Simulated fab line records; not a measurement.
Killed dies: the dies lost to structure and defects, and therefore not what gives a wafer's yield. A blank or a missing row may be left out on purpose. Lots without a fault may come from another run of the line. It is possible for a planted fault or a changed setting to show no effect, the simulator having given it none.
What tool caused it?    flow nandHarc    Sampling: 24 lots, 72 wafers, 6 of 1302 route steps

WHAT THE GAUGES SHOWED, per wafer
The record lacks any reading of a measuring or inspecting step that a usual standard deviation could be used to judge.

WHAT TOOL EACH LOT RAN ON (gives the tool, then ch and the chambers of the sampled wafers, and finally the start)
lot   NHARC_A_WL_FILL_CVD_20                   NHARC_A_CONTACT_ETCH_112            NHARC_A_CONTACT_ETCH_113            NHARC_A_CONTACT_ETCH_117            NHARC_A_CONTACT_ETCH_120            NHARC_A_CONTACT_ETCH_90
L075  cvdW-02 ch 0,1, day 22 00:47 or earlier  harCapEtch-03 ch 0,1, day 22 00:47  harCapEtch-03 ch 0,1, day 22 00:57  harCapEtch-03 ch 0,1, day 22 01:38  harCapEtch-03 ch 0,1, day 22 02:08  rieDiel-06 ch 0,2, day 22 03:37
L074  cvdW-02 ch 1, day 22 04:23 or earlier    harCapEtch-02 ch 1, day 22 04:23    harCapEtch-02 ch 1, day 22 04:33    harCapEtch-02 ch 1, day 22 05:14    harCapEtch-02 ch 1, day 22 05:44    rieDiel-08 ch 1,2,3, day 22 07:14
L076  cvdW-01 ch 0,1, day 22 09:59 or earlier  harCapEtch-03 ch 0,1, day 22 09:59  harCapEtch-03 ch 0,1, day 22 10:10  harCapEtch-03 ch 0,1, day 22 11:02  harCapEtch-03 ch 0,1, day 22 11:43  rieDiel-08 ch 1,2, day 22 13:32
L077  cvdW-02 ch 0,1, day 22 10:47 or earlier  harCapEtch-01 ch 0,1, day 22 10:47  harCapEtch-01 ch 0,1, day 22 10:57  harCapEtch-01 ch 0,1, day 22 11:38  harCapEtch-01 ch 0,1, day 22 12:09  rieDiel-03 ch 0,1, day 22 13:34
L078  cvdW-02 ch 0, day 22 18:41 or earlier    harCapEtch-01 ch 0,1, day 22 18:41  harCapEtch-01 ch 0,1, day 22 18:51  harCapEtch-01 ch 0,1, day 22 19:32  harCapEtch-01 ch 0,1, day 22 20:03  rieDiel-08 ch 0,2, day 22 21:32
L079  cvdW-01 ch 0,1, day 22 23:28 or earlier  harCapEtch-01 ch 0,1, day 22 23:28  harCapEtch-01 ch 0,1, day 22 23:38  harCapEtch-01 ch 0,1, day 23 00:19  harCapEtch-01 ch 0,1, day 23 00:50  rieDiel-03 ch 1,2, day 23 02:15
L080  cvdW-02 ch 0,1, day 23 11:08 or earlier  harCapEtch-01 ch 0,1, day 23 11:08  harCapEtch-01 ch 0,1, day 23 11:19  harCapEtch-01 ch 0,1, day 23 11:59  harCapEtch-01 ch 0,1, day 23 12:30  rieDiel-03 ch 0,1,3, day 23 13:59
L081  cvdW-02 ch 0,1, day 24 08:07 or earlier  harCapEtch-03 ch 0, day 24 08:07    harCapEtch-03 ch 0, day 24 08:17    harCapEtch-03 ch 0, day 24 08:58    harCapEtch-03 ch 0, day 24 09:28    rieDiel-03 ch 0,2, day 24 10:57
L082  cvdW-02 ch 0,1, day 25 07:16 or earlier  harCapEtch-03 ch 0,1, day 25 07:16  harCapEtch-03 ch 0,1, day 25 07:26  harCapEtch-03 ch 0,1, day 25 08:07  harCapEtch-03 ch 0,1, day 25 08:38  rieDiel-03 ch 0,1,3, day 25 10:09
L083  cvdW-02 ch 0,1, day 25 13:02 or earlier  harCapEtch-01 ch 0,1, day 25 13:02  harCapEtch-01 ch 0,1, day 25 13:16  harCapEtch-01 ch 0,1, day 25 14:07  harCapEtch-01 ch 0,1, day 25 14:37  rieDiel-06 ch 0,1,3, day 25 16:08
L085  cvdW-02 ch 0,1, day 25 22:05 or earlier  harCapEtch-01 ch 0,1, day 25 22:05  harCapEtch-01 ch 0,1, day 25 22:15  harCapEtch-01 ch 0,1, day 25 22:56  harCapEtch-01 ch 0,1, day 25 23:26  rieDiel-06 ch 0,2,3, day 26 00:57
L084  cvdW-01 ch 0,1, day 25 20:35 or earlier  harCapEtch-03 ch 0,1, day 25 20:35  harCapEtch-03 ch 0,1, day 25 20:48  harCapEtch-03 ch 0,1, day 25 21:41  harCapEtch-03 ch 0,1, day 25 22:13  rieDiel-03 ch 0,1,2, day 25 23:39
L086  cvdW-01 ch 0,1, day 26 08:43 or earlier  harCapEtch-03 ch 0,1, day 26 08:43  harCapEtch-03 ch 0,1, day 26 08:53  harCapEtch-03 ch 0,1, day 26 09:35  harCapEtch-03 ch 0,1, day 26 10:05  rieDiel-06 ch 0,2,3, day 26 11:34
L088  cvdW-02 ch 0,1, day 27 06:10 or earlier  harCapEtch-02 ch 0,1, day 27 06:10  harCapEtch-02 ch 0,1, day 27 06:23  harCapEtch-02 ch 0,1, day 27 07:18  harCapEtch-02 ch 0,1, day 27 07:59  rieDiel-03 ch 0,3, day 27 09:47
L087  cvdW-01 ch 0,1, day 27 16:19 or earlier  harCapEtch-01 ch 0,1, day 27 16:19  harCapEtch-01 ch 0,1, day 27 16:29  harCapEtch-01 ch 0,1, day 27 17:10  harCapEtch-01 ch 0,1, day 27 17:41  rieDiel-06 ch 1,2,3, day 27 19:10
L089  cvdW-01 ch 0,1, day 27 22:40 or earlier  harCapEtch-02 ch 0,1, day 27 22:40  harCapEtch-02 ch 0,1, day 27 22:50  harCapEtch-02 ch 0,1, day 27 23:31  harCapEtch-02 ch 0,1, day 28 00:01  rieDiel-06 ch 0,1,3, day 28 01:31
L090  cvdW-02 ch 0, day 28 13:50 or earlier    harCapEtch-03 ch 0,1, day 28 13:50  harCapEtch-03 ch 0,1, day 28 14:01  harCapEtch-03 ch 0,1, day 28 14:41  harCapEtch-03 ch 0,1, day 28 15:13  rieDiel-03 ch 1,2,3, day 28 16:40
L091  cvdW-02 ch 0, day 28 15:56 or earlier    harCapEtch-02 ch 0,1, day 28 15:56  harCapEtch-02 ch 0,1, day 28 16:06  harCapEtch-02 ch 0,1, day 28 16:47  harCapEtch-02 ch 0,1, day 28 17:18  rieDiel-03 ch 1,2,3, day 28 18:47
L092  cvdW-02 ch 0,1, day 29 09:12 or earlier  harCapEtch-03 ch 0,1, day 29 09:12  harCapEtch-03 ch 0,1, day 29 09:22  harCapEtch-03 ch 0,1, day 29 10:14  harCapEtch-03 ch 0,1, day 29 10:55  rieDiel-08 ch 0,1,3, day 29 12:46
L093  cvdW-01 ch 0,1, day 29 08:23 or earlier  harCapEtch-01 ch 0,1, day 29 08:23  harCapEtch-01 ch 0,1, day 29 08:33  harCapEtch-01 ch 0,1, day 29 09:14  harCapEtch-01 ch 0,1, day 29 09:45  rieDiel-03 ch 0,1, day 29 11:11
L094  cvdW-02 ch 0,1, day 30 02:17 or earlier  harCapEtch-03 ch 0,1, day 30 02:17  harCapEtch-03 ch 0,1, day 30 02:28  harCapEtch-03 ch 0,1, day 30 03:09  harCapEtch-03 ch 0,1, day 30 03:40  rieDiel-03 ch 2,3, day 30 05:09
L096  cvdW-01 ch 0,1, day 30 08:44 or earlier  harCapEtch-03 ch 0,1, day 30 08:44  harCapEtch-03 ch 0,1, day 30 08:54  harCapEtch-03 ch 0,1, day 30 09:35  harCapEtch-03 ch 0,1, day 30 10:06  rieDiel-08 ch 0,1,3, day 30 11:50
L095  cvdW-02 ch 0,1, day 30 12:54 or earlier  harCapEtch-01 ch 0,1, day 30 12:54  harCapEtch-01 ch 0,1, day 30 13:04  harCapEtch-01 ch 0,1, day 30 13:46  harCapEtch-01 ch 0,1, day 30 14:16  rieDiel-06 ch 0,2,3, day 30 15:47
L097  cvdW-01 ch 0,1, day 31 05:30 or earlier  harCapEtch-02 ch 0,1, day 31 05:30  harCapEtch-02 ch 0,1, day 31 05:44  harCapEtch-02 ch 0,1, day 31 06:38  harCapEtch-02 ch 0,1, day 31 07:19  rieDiel-06 ch 1,2,3, day 31 09:10
- NHARC_A_WL_FILL_CVD_20: deposits W, target thk 100 nm, time 74 s.
- NHARC_A_CONTACT_ETCH_112: etches the open film in C4F8/O2/Ar, time 190 s, target depth 1850 nm.
- NHARC_A_CONTACT_ETCH_113: etches the open film in C4F8/O2/Ar, time 190 s, target depth 1850 nm.
- NHARC_A_CONTACT_ETCH_117: etches the open film in C4F8/O2/Ar, time 190 s, target depth 1850 nm.
- NHARC_A_CONTACT_ETCH_120: etches the open film in C4F8/O2/Ar, time 190 s, target depth 1850 nm.
- NHARC_A_CONTACT_ETCH_90: etches the open film in CH3F/O2, target depth 40 nm, time 85.7 s.

AS READ BY THE TOOLS THEMSELVES (means over the sampled wafers that have a number; for cases with no such wafer, the mark the record gives instead)
NHARC_A_WL_FILL_CVD_20.
lot   tool     heaterPowerW (W)  throttleValvePct (%)
L075  cvdW-02  885               7.66
L074  cvdW-02  859               7.92
L076  cvdW-01  783               7.84
L077  cvdW-02  871               8.00
L078  cvdW-02  861               7.76
L079  cvdW-01  785               7.82
L080  cvdW-02  876               7.72
L081  cvdW-02  862               7.93
L082  cvdW-02  860               7.81
L083  cvdW-02  873               8.14
L085  cvdW-02  871               7.84
L084  cvdW-01  796               7.78
L086  cvdW-01  818               7.88
L088  cvdW-02  856               7.85
L087  cvdW-01  802               7.87
L089  cvdW-01  809               7.69
L090  cvdW-02  922               7.78
L091  cvdW-02  918               7.79
L092  cvdW-02  896               7.81
L093  cvdW-01  802               8.00
L094  cvdW-02  902               7.57
L096  cvdW-01  821               7.97
L095  cvdW-02  910               7.67
L097  cvdW-01  818               7.85

NHARC_A_CONTACT_ETCH_90.
lot   tool        drypumpMotorCurrentA (A)  oesProductAu (a.u.)  rfVppV (V)  showerheadPlenumPTorr (Torr)  throttleValvePct (%)
L075  rieDiel-06  5.1                       1.01                 247.0       2.66                          20.661
L074  rieDiel-08  5.0                       0.92                 244.8       2.47                          20.664
L076  rieDiel-08  4.8                       0.93                 242.9       2.37                          20.664
L077  rieDiel-03  5.3                       0.96                 244.1       2.41                          20.662
L078  rieDiel-08  4.9                       0.92                 242.8       2.34                          20.661
L079  rieDiel-03  5.8                       0.99                 246.2       2.51                          20.663
L080  rieDiel-03  5.5                       0.92                 245.7       2.49                          20.663
L081  rieDiel-03  5.3                       0.93                 243.3       2.45                          20.656
L082  rieDiel-03  5.4                       0.94                 245.2       2.48                          20.659
L083  rieDiel-06  5.3                       0.93                 244.8       2.51                          20.663
L085  rieDiel-06  5.1                       0.94                 246.0       2.53                          20.669
L084  rieDiel-03  5.5                       1.00                 245.8       2.45                          20.662
L086  rieDiel-06  5.2                       0.94                 245.0       2.52                          20.671
L088  rieDiel-03  5.3                       0.92                 245.7       2.50                          20.665
L087  rieDiel-06  5.0                       0.94                 244.1       2.50                          20.662
L089  rieDiel-06  5.2                       0.93                 244.1       2.50                          20.659
L090  rieDiel-03  5.6                       0.91                 245.2       2.53                          20.668
L091  rieDiel-03  5.6                       0.92                 245.7       2.53                          20.660
L092  rieDiel-08  5.1                       0.92                 244.6       2.45                          20.665
L093  rieDiel-03  5.3                       1.00                 243.7       2.40                          20.650
L094  rieDiel-03  5.4                       0.98                 245.9       2.52                          20.658
L096  rieDiel-08  5.1                       0.92                 243.9       2.45                          20.661
L095  rieDiel-06  5.1                       1.00                 247.3       2.64                          20.662
L097  rieDiel-06  5.0                       0.99                 246.4       2.62                          20.669

THE ANSWER, worked out from the rows above alone
Rule: the usual values come from the lots themselves. The widest of any qualifying gaps counts: lots, ordered by their means at a reading, are off when they make up no more than a third of the lots, leave a main group of 4 or more, and stand apart from it by 3 or more times the standard deviation of that group's means. A main group is skipped when, at the precision printed for the reading in the tables above, its means are all equal. A lot without any number at a reading at which 4 lots or more have one is off too. All remaining lots with rows at the step are treated as sound. The gauges are gone through in route order, then the tools' own readings, and for those a lot's mean is taken as printed above. At the first step where some lot is off, the reading lying furthest off is the one used; lots without a number count as furthest.
None of the lots is off at any reading shown; this tells nothing.

WHAT THE SIMULATOR PUT IN
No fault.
